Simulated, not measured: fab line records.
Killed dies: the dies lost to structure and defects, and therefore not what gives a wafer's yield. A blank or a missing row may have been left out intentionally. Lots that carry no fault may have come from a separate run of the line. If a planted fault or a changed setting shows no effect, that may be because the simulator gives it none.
fab line records	flow n5_finfet
record lots=6	wafers=18	last_day=17
route steps=1938 shown BEOL_M5@1189 BEOL_M6@1194 PASSIVATION@1936
lots that met no fault: from a run of the same line without faults
start_h: hours from the record's opening day to when the first of the lot's shown wafers began	wait_h: time in hours since the lot's previous step	" repeats the value in the row above	L1.1+2: one row covering several wafers at once	- no value, or no start given	* or withheld: withheld	< > ~ a bound
route shown NAME@n: a module of which the file shows steps, and the number in the route of the first	usual: average and standard deviation across the fault-free wafers	same: alike in all rows	chamber/n: place in a boat	sites: the reading at each site	_std_site: the standard deviation of these	_edge_site: the outer-site mean with the inner-site mean subtracted	radius_mm: for every site, how far away it sits from the centre of the wafer	mask NAME#n: copy n	behind: tool/chamber where the wafer was last shaped	hold: why the lot was held/for how many hours/how that ended	device: names the non-switching transistor (n, p or np)	end of line: the tests these same wafers got at the end of their route	a step given without rows: its recipe and nothing more	killed: at the first sort, the dies lost to defects and structure; wafer yield is something else	map: a wafer's dies, marking killed ones x, the rest . and places with no die _
set.NAME: setting as actually run; set.NAME@STEP: the setting as run at that earlier step	model.NAME: the simulator's own value behind a step, which no gauge read
lots seen at some steps along the route; tables by step, rows by wafer
services: a tool's chamber out of use, with start hour (start_h, from the record's first day; less than 0 if before it), hours out, and reason
## steps
# step N5_BEOL_M5_CO_CAP_78
# recipe material=Co	target_thk_a=20	temp_c=200	precursor=CCTBA/H2	pressure_torr=30	time_s=102.1
# usual heater_power_outer_w=115/7.3	heater_power_w=225/13
# same time_s=102.1
lot.wafer	tool	chamber	start_h	wait_h	heater_power_outer_w	heater_power_w
L979.2	cvd_co-01	0	199.47	0.0	115	221
L979.4	"	2	"	"	103	209
L979.6	"	1	"	"	114	233
L978.2	cvd_co-02	0	207.91	0.0	115	223
L978.3	"	1	"	"	132	253
L978.6	"	0	"	"	117	226
L980.1	cvd_co-01	1	220.25	0.0	118	236
L980.3	"	2	"	"	106	213
L980.5	"	0	"	"	113	223
L988.1	cvd_co-01	2	259.37	0.0	102	205
L988.3	"	1	"	"	115	234
L988.4	"	2	"	"	103	212
L992.1	cvd_co-02	2	294.72	0.0	111	215
L992.2	"	1	"	"	125	243
L992.4	"	0	"	"	116	222
L994.1	cvd_co-01	1	314.21	0.0	118	224
L994.2	"	2	"	"	106	217
L994.6	"	2	"	"	103	202
# step N5_BEOL_M5_PRE_CLEAN_55
# recipe gas=NH3	time_s=15	temp_c=withheld	rf_power_w=300
# step N5_BEOL_M5_DEP_56
# recipe material=SiCN	target_thk_a=80	temp_c=withheld	precursor=3MS/NH3	pressure_torr=3	rf_w=202	time_s=14
# step N5_BEOL_M5_RS_MEAS_57
# recipe thk_meas_gauge=four-point-probe	reads=Co_of_BEOL_M5_CO_CAP_78+Cu_of_BEOL_M5_ECD_50+Co_of_BEOL_M5_CVD_47+TaN_of_BEOL_M5_ALD_86
# usual M5_RS=0.386/0.016
lot.wafer	tool	chamber	start_h	wait_h	M5_RS[ohm/sq]
L979.2	film_metro-01	-	199.67	0.1	0.384
L979.4	"	-	"	"	0.373
L979.6	"	-	"	"	0.390
L978.2	film_metro-01	-	208.10	0.1	0.385
L978.3	"	-	"	"	0.403
L978.6	"	-	"	"	0.392
L980.1	film_metro-01	-	220.43	0.0	0.377
L980.3	"	-	"	"	0.365
L980.5	"	-	"	"	0.365
L988.1	film_metro-01	-	259.55	0.0	0.373
L988.3	"	-	"	"	0.365
L988.4	"	-	"	"	0.385
L992.1	film_metro-01	-	294.90	0.0	0.396
L992.2	"	-	"	"	0.371
L992.4	"	-	"	"	0.389
L994.1	film_metro-01	-	314.39	0.0	0.401
L994.2	"	-	"	"	0.362
L994.6	"	-	"	"	0.387
# step N5_BEOL_M5_INSPECT_58
# recipe inspect_instrument=darkfield	mode=post_dep
# usual raw_defect_count=61/18
lot.wafer	tool	chamber	start_h	wait_h	raw_defect_count
L979.2	defect_inspect-02	-	199.70	0.0	54
L979.4	"	-	"	"	70
L979.6	"	-	"	"	49
L978.2	defect_inspect-02	-	208.12	0.0	45
L978.3	"	-	"	"	46
L978.6	"	-	"	"	56
L980.1	defect_inspect-01	-	220.46	0.0	68
L980.3	"	-	"	"	57
L980.5	"	-	"	"	80
L988.1	defect_inspect-02	-	259.58	0.0	69
L988.3	"	-	"	"	39
L988.4	"	-	"	"	53
L992.1	defect_inspect-02	-	294.92	0.0	41
L992.2	"	-	"	"	39
L992.4	"	-	"	"	59
L994.1	defect_inspect-02	-	314.42	0.0	63
L994.2	"	-	"	"	57
L994.6	"	-	"	"	90
# step N5_BEOL_M6_ILD_DEP_00
# recipe material=SiCOH_lowk	target_thk_a=1797.5	temp_c=300	precursor=DEMS/porogen	pressure_torr=5	rf_w=500	time_s=33.4
# usual heater_power_outer_w=149/43	heater_power_w=310/62	showerhead_plenum_p_Torr=5.736/0.013	throttle_valve_pct=13.4/0.53
# same time_s=33.4
lot.wafer	tool	chamber	start_h	wait_h	heater_power_outer_w	heater_power_w	showerhead_plenum_p_Torr	throttle_valve_pct
L979.2	pecvd-01	1	199.79	0.1	144	317	5.726	12.8
L979.4	"	1	"	"	147	322	5.747	13.2
L979.6	"	2	"	"	152	288	5.727	13.6
L978.2	pecvd-04	0	208.16	0.0	175	356	5.748	13.0
L978.3	"	2	"	"	135	303	5.755	13.1
L978.6	"	2	"	"	132	303	5.754	12.9
L980.1	pecvd-01	2	220.50	0.0	176	309	5.730	13.6
L980.3	"	1	"	"	153	322	5.748	13.1
L980.5	"	0	"	"	168	341	5.741	13.2
L988.1	pecvd-04	0	259.62	0.0	214	403	5.750	12.8
L988.3	"	1	"	"	98	226	5.707	14.0
L988.4	"	2	"	"	146	312	5.767	12.8
L992.1	pecvd-04	1	294.96	0.0	95	224	5.711	13.9
L992.2	"	0	"	"	220	421	5.741	12.8
L992.4	"	0	"	"	226	436	5.743	12.8
L994.1	pecvd-04	0	314.46	0.0	211	404	5.737	13.1
L994.2	"	1	"	"	93	219	5.713	14.0
L994.6	"	1	"	"	94	222	5.717	14.0
# step N5_BEOL_M6_CURE_74
# recipe temp_c=385	time_s=240	ambient=He/Ar	material=SiCOH_lowk
# usual lamp_power_pct=52.31/0.052	wafer_temp_C_max=386.7/0.59
# same time_s=240
lot.wafer	tool	chamber	start_h	wait_h	lamp_power_pct	wafer_temp_C_max
L979.2	uv_cure-01	2	199.94	0.1	52.35	387.0
L979.4	"	2	"	"	52.35	387.6
L979.6	"	2	"	"	52.39	387.4
L978.2	uv_cure-01	1	208.30	0.1	52.36	387.8
L978.3	"	1	"	"	52.33	387.4
L978.6	"	1	"	"	52.32	387.4
L980.1	uv_cure-01	0	220.58	0.1	52.26	386.4
L980.3	"	0	"	"	52.27	386.5
L980.5	"	0	"	"	52.37	386.6
L988.1	uv_cure-01	0	259.68	0.0	52.27	387.3
L988.3	"	0	"	"	52.28	386.8
L988.4	"	0	"	"	52.27	386.8
L992.1	uv_cure-02	0	295.03	0.0	52.28	386.4
L992.2	"	0	"	"	52.32	386.4
L992.4	"	0	"	"	52.37	386.7
L994.1	uv_cure-03	0	314.55	0.1	52.29	385.9
L994.2	"	0	"	"	52.41	386.1
L994.6	"	0	"	"	52.30	387.0
# step N5_BEOL_M6_THK_MEAS_01
# recipe reads=SiCOH_lowk_of_BEOL_M6_ILD_DEP_00
# usual M6_ILD_THK=154.7/1.9
lot.wafer	tool	chamber	start_h	wait_h	M6_ILD_THK[nm]
L979.2	film_metro-01	-	200.37	0.4	152.2
L979.4	"	-	"	"	154.6
L979.6	"	-	"	"	152.8
L978.2	film_metro-01	-	208.74	0.4	151.4
L978.3	"	-	"	"	154.1
L978.6	"	-	"	"	155.7
L980.1	film_metro-01	-	221.09	0.4	152.5
L980.3	"	-	"	"	152.5
L980.5	"	-	"	"	154.4
L988.1	film_metro-01	-	260.21	0.4	153.7
L988.3	"	-	"	"	155.6
L988.4	"	-	"	"	154.4
L992.1	film_metro-01	-	295.54	0.4	154.1
L992.2	"	-	"	"	155.9
L992.4	"	-	"	"	156.3
L994.1	film_metro-01	-	315.07	0.4	157.2
L994.2	"	-	"	"	156.2
L994.6	"	-	"	"	158.1
# step N5_BEOL_M6_PECVD_70
# recipe material=SiO2	target_thk_a=200	temp_c=400	precursor=TEOS/O2	pressure_torr=5.5	rf_w=450	teos_flow_sccm=53.8	gas=O2	flow_sccm=3000	time_s=22.7
# step N5_BEOL_M6_HM_DEP_02
# recipe material=TiN	target_thk_a=200	temp_c=25	chamber_pressure_pa=0.49996
# step N5_BEOL_M6_COAT_59
# recipe resist=SOC	temp_c=250	time_s=60	spin_rpm=1500	resist_thk_nm=100
# step N5_BEOL_M6_COAT_60
# recipe resist=SiARC	temp_c=220	time_s=60	spin_rpm=1500	resist_thk_nm=35
# step N5_BEOL_M6_COAT_05
# recipe resist=CAR-ArF	spin_rpm=1500	resist_thk_nm=90
# usual spin_speed_rpm=1500.1/1.2
lot.wafer	tool	chamber	start_h	wait_h	spin_speed_rpm	model.CAR-ArF_of_BEOL_M6_COAT_05.thk_nm
L979.2	litho_track-05	0	201.66	-	1498.7	90.2
L979.4	"	0	"	"	1501.8	90.2
L979.6	"	0	"	"	1499.8	90
L978.2	litho_track-05	0	209.42	-	1498.5	90
L978.3	"	0	"	"	1501.7	89.8
L978.6	"	0	"	"	1499.4	90.4
L980.1	litho_track-03	0	222.28	-	1497.2	90
L980.3	"	0	"	"	1498.8	90
L980.5	"	0	"	"	1499.1	90
L988.1	litho_track-03	0	261.33	-	1500.8	89.8
L988.3	"	0	"	"	1499.4	89.8
L988.4	"	0	"	"	1500.3	89.8
L992.1	litho_track-03	0	296.58	-	1402.2	92.8
L992.2	"	0	"	"	1402.5	93
L992.4	"	0	"	"	1402.8	93
L994.1	litho_track-03	0	315.80	-	1402.9	92.8
L994.2	"	0	"	"	1403.0	93
L994.6	"	0	"	"	1404.6	93
# step N5_BEOL_M6_EBR_07
# recipe solvent=PGMEA	ebr_width_mm=1.5
# step N5_BEOL_M6_SOFTBAKE_06
# recipe temp_c=110	time_s=60	resist=CAR-ArF
# step N5_BEOL_M6_EXPOSE_08
# recipe mask_id=M6	na=1.35	source_shape=dipole	sigma_inner=0.817	sigma_outer=0.97	polarization=te	dose_mj=68.25
# step N5_BEOL_M6_PEB_09
# recipe peb_temp_c=withheld	peb_time_s=60	resist=CAR-ArF
# step N5_BEOL_M6_DEVELOP_10
# recipe develop_time_s=30	developer=TMAH	resist=CAR-ArF	rinse_liquid=diw	dry=air_spin	dev_temp_c=23
# step N5_BEOL_M6_CD_MEAS_11
# recipe target_cd_nm=38.5	landing_energy_ev=500	detector=se_inlens	polarity=opening
# usual cd_nm=38.8/0.64
lot.wafer	tool	chamber	start_h	wait_h	cd_nm
L979.2	cd_sem-02	0	202.03	-	39.5
L979.4	"	0	"	"	39.4
L979.6	"	0	"	"	39.2
L978.2	cd_sem-02	0	209.67	-	39.3
L978.3	"	0	"	"	38.8
L978.6	"	0	"	"	38.4
L980.1	cd_sem-03	0	222.52	-	38.9
L980.3	"	0	"	"	38.8
L980.5	"	0	"	"	39.6
L988.1	cd_sem-02	0	261.70	-	39.7
L988.3	"	0	"	"	39.2
L988.4	"	0	"	"	39.0
L992.1	cd_sem-02	0	296.95	-	39.4
L992.2	"	0	"	"	39.5
L992.4	"	0	"	"	39.5
L994.1	cd_sem-03	0	316.04	-	38.1
L994.2	"	0	"	"	38.6
L994.6	"	0	"	"	37.5
# step N5_BEOL_M6_OVL_MEAS_12
# recipe points_per_wafer=44
# usual M6_OVL=-0.3/0.71
lot.wafer	tool	chamber	start_h	wait_h	M6_OVL[nm]
L979.2	overlay-01	0	202.06	0.0	1.6
L979.4	"	0	"	"	0.7
L979.6	"	0	"	"	0.3
L978.2	overlay-01	0	209.70	0.0	-1.1
L978.3	"	0	"	"	-0.1
L978.6	"	0	"	"	-1.5
L980.1	overlay-02	0	222.55	0.0	-0.7
L980.3	"	0	"	"	0.6
L980.5	"	0	"	"	0.0
L988.1	overlay-02	0	261.73	0.0	-0.6
L988.3	"	0	"	"	-0.1
L988.4	"	0	"	"	-0.6
L992.1	overlay-01	0	296.98	0.0	0.4
L992.2	"	0	"	"	-0.5
L992.4	"	0	"	"	-1.1
L994.1	overlay-01	0	316.07	0.0	0.0
L994.2	"	0	"	"	-0.3
L994.6	"	0	"	"	-1.6
# step N5_BEOL_M6_INSPECT_13
# recipe mode=adi	inspect_instrument=brightfield
# usual raw_defect_count=364/71
lot.wafer	tool	chamber	start_h	wait_h	raw_defect_count
L979.2	defect_inspect-01	-	202.08	0.0	428
L979.4	"	-	"	"	435
L979.6	"	-	"	"	394
L978.2	defect_inspect-02	-	209.72	0.0	322
L978.3	"	-	"	"	346
L978.6	"	-	"	"	337
L980.1	defect_inspect-02	-	222.57	0.0	304
L980.3	"	-	"	"	376
L980.5	"	-	"	"	342
L988.1	defect_inspect-01	-	261.75	0.0	302
L988.3	"	-	"	"	317
L988.4	"	-	"	"	314
L992.1	defect_inspect-01	-	297.00	0.0	291
L992.2	"	-	"	"	272
L992.4	"	-	"	"	347
L994.1	defect_inspect-01	-	316.10	0.0	319
L994.2	"	-	"	"	311
L994.6	"	-	"	"	330
# step N5_BEOL_M6_DESCUM_16
# recipe chemistry=O2	time_s=7.9	source_power_w=50	bias_power_w=20	pressure_mtorr=20	rf_frequency_hz=2.712e+07	temp_c=40	resist=CAR-ArF	o2_flow_sccm=225
# usual bias_power_w=20.00/0.058	drypump_motor_current_A=5.4/0.54	oes_product_au=0.78/0.096	rf_vpp_V=242.8/1.4	showerhead_plenum_p_Torr=2.06/0.072	throttle_valve_pct=20.37/0.25
# same time_s=7.9
lot.wafer	tool	chamber	start_h	wait_h	bias_power_w	drypump_motor_current_A	oes_product_au	rf_hours_counter_h	rf_vpp_V	showerhead_plenum_p_Torr	throttle_valve_pct
L979.2	rie_diel-04	2	202.52	0.4	19.93	5.3	0.71	205	241.1	2.03	20.52
L979.4	"	3	"	"	20.04	4.9	0.68	-	244.0	2.14	20.67
L979.6	"	1	"	"	19.94	5.3	0.94	-	245.5	2.25	20.29
L978.2	rie_diel-01	1	209.75	0.0	20.07	4.7	0.71	210	242.8	2.15	20.55
L978.3	"	2	"	"	20.00	6.3	0.69	254	241.2	2.04	20.47
L978.6	"	0	"	"	20.09	4.9	0.91	-	242.8	2.04	20.25
L980.1	rie_diel-04	0	222.87	0.3	19.97	5.4	0.95	7	243.3	2.02	20.30
L980.3	"	3	"	"	20.05	4.9	0.67	221	243.3	2.14	20.66
L980.5	"	2	"	"	20.01	5.3	0.69	-	241.5	2.02	20.51
L988.1	rie_diel-05	3	262.00	0.3	19.97	4.9	0.71	217	241.5	2.00	20.68
L988.3	"	0	"	"	20.01	6.0	0.86	40	243.5	2.03	19.94
L988.4	"	2	"	"	20.01	5.2	0.80	-	243.8	2.12	20.15
L992.1	rie_diel-05	3	297.39	0.4	19.97	4.9	0.70	226	241.6	1.99	20.68
L992.2	"	2	"	"	19.96	5.2	0.79	106	242.9	2.12	20.17
L992.4	"	0	"	"	20.02	6.0	0.85	51	242.9	2.02	19.95
L994.1	rie_diel-04	2	316.26	0.2	20.11	5.3	0.66	249	241.7	2.01	20.56
L994.2	"	1	"	"	19.88	5.4	0.85	54	244.1	2.23	20.38
L994.6	"	1	"	"	20.00	5.4	0.84	-	244.6	2.23	20.34
# step N5_BEOL_M6_ETCH_61
# recipe chemistry=CF4	target=SiARC	target_depth_a=455	mask_material=CAR-ArF	time_s=75.8	ion_energy_ev=80	pressure_mtorr=40	source_w=545	bias_w=36	Ar_flow_sccm=100	cf4_flow_sccm=100	ends=cleared
# usual drypump_motor_current_A=5.4/0.54	etch_rf_on_time_s=76.8/2.2	oes_product_au=0.67/0.081	rf_vpp_V=183.7/1.2	showerhead_plenum_p_Torr=2.11/0.071	throttle_valve_pct=15.53/0.28
lot.wafer	tool	chamber	start_h	wait_h	drypump_motor_current_A	etch_rf_on_time_s	oes_product_au	rf_hours_counter_h	rf_vpp_V	showerhead_plenum_p_Torr	throttle_valve_pct	model.CAR-ArF_of_BEOL_M6_COAT_05.thk_nm
L979.2	rie_diel-04	2	202.56	0.0	5.3	75.0	0.61	205	182.7	2.04	15.46	51
L979.4	"	3	"	"	4.9	79.2	0.58	-	184.0	2.22	16.00	51
L979.6	"	1	"	"	5.3	77.0	0.79	-	186.4	2.26	15.22	51
L978.2	rie_diel-01	1	209.79	0.0	4.7	75.1	0.61	210	184.0	2.20	15.75	51
L978.3	"	2	"	"	6.3	79.8	0.56	254	183.2	2.09	15.78	50.8
L978.6	"	0	"	"	4.9	76.0	0.77	-	184.2	2.12	15.46	51.4
L980.1	rie_diel-04	0	222.91	0.0	5.5	75.6	0.83	7	183.0	2.11	15.63	50.8
L980.3	"	3	"	"	4.9	79.7	0.58	221	186.8	2.22	16.02	50.8
L980.5	"	2	"	"	5.3	75.6	0.59	-	181.9	2.04	15.48	50.8
L988.1	rie_diel-05	3	262.04	0.0	4.9	74.9	0.61	217	183.0	2.03	15.72	50.6
L988.3	"	0	"	"	5.9	76.2	0.74	40	182.4	2.08	15.17	50.8
L988.4	"	2	"	"	5.2	75.0	0.68	-	184.7	2.16	15.29	50.8
L992.1	rie_diel-05	3	297.42	0.0	4.8	75.2	0.61	226	182.1	2.02	15.74	53.4
L992.2	"	2	"	"	5.2	76.5	0.67	106	182.6	2.16	15.31	53.8
L992.4	"	0	"	"	6.0	77.8	0.72	51	183.2	2.08	15.17	53.8
L994.1	rie_diel-04	2	316.29	0.0	5.3	76.9	0.57	249	182.5	2.03	15.54	53.8
L994.2	"	1	"	"	5.3	78.5	0.71	54	186.4	2.24	15.28	54.2
L994.6	"	1	"	"	5.3	78.9	0.70	-	184.1	2.24	15.31	54
# step N5_BEOL_M6_ETCH_62
# recipe chemistry=N2/H2	target=SOC	target_depth_a=1100	overetch_a=220	mask_material=SiARC	temp_c=40	time_s=165	ion_energy_ev=200	pressure_mtorr=30	source_w=840	bias_w=150	n2_flow_sccm=200	h2_flow_sccm=200
# usual drypump_motor_current_A=5.4/0.54	oes_product_au=0.67/0.077	rf_vpp_V=523.0/2.6	showerhead_plenum_p_Torr=2.51/0.081	throttle_valve_pct=17.77/0.25
# same time_s=165
lot.wafer	tool	chamber	start_h	wait_h	drypump_motor_current_A	oes_product_au	rf_hours_counter_h	rf_vpp_V	showerhead_plenum_p_Torr	throttle_valve_pct
L979.2	rie_diel-04	2	202.61	0.0	5.3	0.59	205	519.9	2.44	17.76
L979.4	"	3	"	"	4.9	0.59	-	525.9	2.61	18.06
L979.6	"	1	"	"	5.3	0.78	-	528.6	2.71	17.65
L978.2	rie_diel-01	1	209.84	0.0	4.7	0.61	210	526.3	2.62	17.93
L978.3	"	2	"	"	6.3	0.56	254	522.5	2.51	18.04
L978.6	"	0	"	"	4.9	0.77	-	522.8	2.46	17.49
L980.1	rie_diel-04	0	222.96	0.0	5.5	0.82	7	522.7	2.50	17.92
L980.3	"	3	"	"	4.9	0.59	221	524.9	2.60	18.08
L980.5	"	2	"	"	5.3	0.59	-	519.4	2.44	17.78
L988.1	rie_diel-05	3	262.10	0.0	4.9	0.60	217	520.5	2.41	17.94
L988.3	"	0	"	"	5.9	0.73	40	521.1	2.50	17.52
L988.4	"	2	"	"	5.2	0.67	-	525.7	2.55	17.35
L992.1	rie_diel-05	3	297.48	0.0	4.8	0.60	227	521.0	2.41	17.95
L992.2	"	2	"	"	5.2	0.66	106	523.6	2.55	17.37
L992.4	"	0	"	"	5.9	0.72	51	522.4	2.49	17.53
L994.1	rie_diel-04	2	316.35	0.0	5.4	0.57	249	518.9	2.42	17.81
L994.2	"	1	"	"	5.4	0.72	54	528.5	2.69	17.73
L994.6	"	1	"	"	5.3	0.71	-	528.2	2.69	17.70
# step N5_PASSIVATION_PROBE_49
# usual defect_limited_yield=91.1/1.5	killed_at_M0_to_M3=35/11	killed_at_M4_up=13/5.7	killed_at_contacts=12/5.7	killed_at_front_end=40/11	killed_at_other=4/4.4	killed_dies=105/18	killed_open=68/14	killed_short=34/7.4	sort_bin_4_leakage=0.00/0.011	sort_bin_5_function=5.2/1	sort_bin_6_memory=3.3/0.67	sort_bin_8_speed=0.04/0.29	sort_n_pass=1074/18	sort_yield_pct=91.0/1.5
# same gross_dies=1180	killed_at_back_side=0
lot.wafer	tool	chamber	start_h	wait_h	defect_limited_yield[%]	killed_at_M0_to_M3	killed_at_M4_up	killed_at_contacts	killed_at_front_end	killed_at_other	killed_dies	killed_open	killed_short	sort_bin_4_leakage[%]	sort_bin_5_function[%]	sort_bin_6_memory[%]	sort_bin_8_speed[%]	sort_n_pass	sort_yield_pct[%]
L978.2	prober-02	-	296.10	0.1	88.9	36	21	9	63	2	131	87	44	0	6.2	4.4	0	1049	88.9
L978.3	prober-02	-	296.15	0.1	89.5	46	17	4	47	10	124	78	38	0	6.9	3.4	0	1056	89.5
L978.6	prober-02	-	296.30	0.3	88.5	57	13	11	54	1	136	85	50	0	6.4	4.7	0	1044	88.5
L988.1	prober-02	-	345.56	0.0	89.7	45	25	20	29	3	122	82	36	0	5.9	3.6	0	1058	89.7
L988.3	prober-02	-	345.66	0.1	90.4	45	23	7	37	1	113	76	37	0	5.7	3.6	0	1067	90.4
L988.4	prober-02	-	345.71	0.2	92.3	34	8	13	28	8	91	50	38	0	4.2	3.3	0	1089	92.3
L992.1	prober-01	-	391.88	0.0	90.1	48	9	16	30	14	117	70	31	0	6.3	3.5	0	1063	90.1
L992.2	prober-01	-	391.93	0.1	92.1	37	13	6	23	14	93	47	32	0	5.6	1.9	0	1087	92.1
L992.4	prober-01	-	392.03	0.2	88.1	56	13	15	33	24	141	73	40	0	7.5	3.8	0	1039	88.1
# killed by level:class
L978.2 STI_FIN_REVEAL:geometric_particle:open=19 FIN_SAQP:geometric_particle:short=14 BEOL_M0_SAQP:geometric_particle:open=11 BEOL_M3:geometric_particle:open=10 FIN_SAQP:geometric_particle:open=9 BEOL_M0_SAQP:geometric_particle:short=8 MOL_CONTACT_COAG:geometric_particle:open=7 GATE_CUT:geometric_particle:short=6
L978.3 BEOL_M0_SAQP:geometric_particle:open=19 STI_FIN_REVEAL:geometric_particle:open=17 BEOL_M0_SAQP:geometric_particle:short=12 BEOL_M3:geometric_particle:open=8 MIM_TOP_ETCH:area_etch=7 FIN_SAQP:geometric_particle:open=6 BEOL_M4:geometric_particle:open=6 GATE_CUT:geometric_particle:short=5
L978.6 BEOL_M0_SAQP:geometric_particle:open=20 STI_FIN_REVEAL:geometric_particle:open=14 GATE_CUT:geometric_particle:short=12 BEOL_M0_SAQP:geometric_particle:short=12 FIN_SAQP:geometric_particle:open=9 BEOL_M3:geometric_particle:open=9 MOL_CONTACT_COAG:geometric_particle:open=8 FIN_SAQP:geometric_particle:short=6
L988.1 MOL_CONTACT_COAG:geometric_particle:open=18 BEOL_M4:geometric_particle:open=12 BEOL_M0_SAQP:geometric_particle:open=12 BEOL_M0_SAQP:geometric_particle:short=10 BEOL_M1:geometric_particle:open=8 STI_FIN_REVEAL:geometric_particle:open=5 FIN_SAQP:geometric_particle:open=4 STARTING-WAFER:geometric_particle:short=4
L988.3 STI_FIN_REVEAL:geometric_particle:open=13 BEOL_M0_SAQP:geometric_particle:open=11 BEOL_M0_SAQP:geometric_particle:short=9 BEOL_M2:geometric_particle:open=8 GATE_CUT:geometric_particle:short=7 BEOL_M4:geometric_particle:open=7 MOL_CONTACT_COAG:geometric_particle:open=6 BEOL_M1:geometric_particle:open=5
L988.4 BEOL_M0_SAQP:geometric_particle:short=12 MOL_CONTACT_COAG:geometric_particle:open=9 BEOL_M0_SAQP:geometric_particle:open=6 BEOL_M1:geometric_particle:open=5 BEOL_M2:geometric_particle:open=5 STI_FIN_REVEAL:geometric_particle:open=4 DUMMY_GATE:geometric_particle:open=4 MOL_CONTACT_COAG:geometric_particle:short=4
L992.1 MOL_CONTACT_COAG:geometric_particle:open=16 BEOL_M2:geometric_particle:open=13 BEOL_M0_SAQP:geometric_particle:short=12 MIM_TOP_ETCH:area_etch=11 BEOL_M1:geometric_particle:open=10 DUMMY_GATE:geometric_particle:open=8 FIN_CUT:area_etch=5 FIN_SAQP:geometric_particle:open=4
L992.2 MIM_TOP_ETCH:area_etch=14 BEOL_M0_SAQP:geometric_particle:short=10 BEOL_M4:geometric_particle:short=9 BEOL_M3:geometric_particle:open=8 BEOL_M2:geometric_particle:open=7 DUMMY_GATE:geometric_particle:open=6 MOL_CONTACT_COAG:geometric_particle:open=6 BEOL_M0_SAQP:geometric_particle:open=6
L992.4 MIM_TOP_ETCH:area_etch=22 BEOL_M1:geometric_particle:open=13 BEOL_M2:geometric_particle:open=11 MOL_CONTACT_COAG:geometric_particle:open=10 BEOL_M0_SAQP:geometric_particle:short=8 FIN_SAQP:geometric_particle:open=7 BEOL_M0_SAQP:geometric_particle:open=7 BEOL_M1:geometric_particle:short=7
## services
tool	chamber	start_h	hours	kind
rie_diel-04	0	177.71	-	clean
rie_diel-04	0	177.71	-	consumable_replace:focus_ring
rie_diel-04	0	177.71	25.2	scheduled_down
rie_diel-04	0	177.71	25.2	vent_cycle
uv_cure-03	-	190.66	8.8	repair
pecvd-04	-	191.31	14.0	repair
uv_cure-02	-	209.39	2.8	pm
uv_cure-01	-	211.51	7.5	pm
pecvd-04	1	211.99	6.6	repair
pecvd-04	-	234.31	0.6	repair
uv_cure-02	-	236.62	2.6	repair
uv_cure-03	-	240.20	2.1	pm
rie_diel-04	-	240.99	2.6	repair
uv_cure-01	-	245.37	5.4	repair
pecvd-01	0	245.86	8.9	repair
rie_diel-05	1	254.24	8.0	repair
cvd_co-02	-	257.77	2.8	pm
rie_diel-01	0	269.87	1.4	repair
uv_cure-03	-	270.87	6.0	pm
rie_diel-05	-	282.41	10.9	repair
cvd_co-02	0	288.99	4.1	repair
uv_cure-01	-	294.39	2.1	pm
rie_diel-05	2	299.44	23.6	repair
uv_cure-02	-	310.58	0.2	repair
## key
first_sign step=N5_BEOL_M6_COAT_05	reading=spin_speed_rpm	direction=down	sigmas=80	usual=*	struck=*
effect none on later readings
model_effect step=N5_BEOL_M6_COAT_05	value=CAR-ArF_of_BEOL_M6_COAT_05.thk_nm	without=89.87	struck=92.93
model_effect step=N5_BEOL_M6_ETCH_61	value=CAR-ArF_of_BEOL_M6_COAT_05.thk_nm	without=50.77	struck=53.83
met_at N5_BEOL_M6_COAT_05
struck_wafers L992.1,L992.2,L992.4,L994.1,L994.2,L994.6
baseline_loss step=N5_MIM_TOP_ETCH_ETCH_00	wafers=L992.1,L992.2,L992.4
baseline_loss step=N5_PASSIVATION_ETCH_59	wafers=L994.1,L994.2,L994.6
onset_between 261.33 296.58
fault kind=process_parameter_drift	tool=litho_track-03	chamber=-	onset_h=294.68	steps=N5_BEOL_M6_COAT_05	channel=spin_rpm	offset=*	shape=step	end_h=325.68	acts_in=*	stated=*
# baseline_loss: these wafers lose ten dies or more at that step, a loss of the line's own and not of a fault; the sort's usual values leave them out
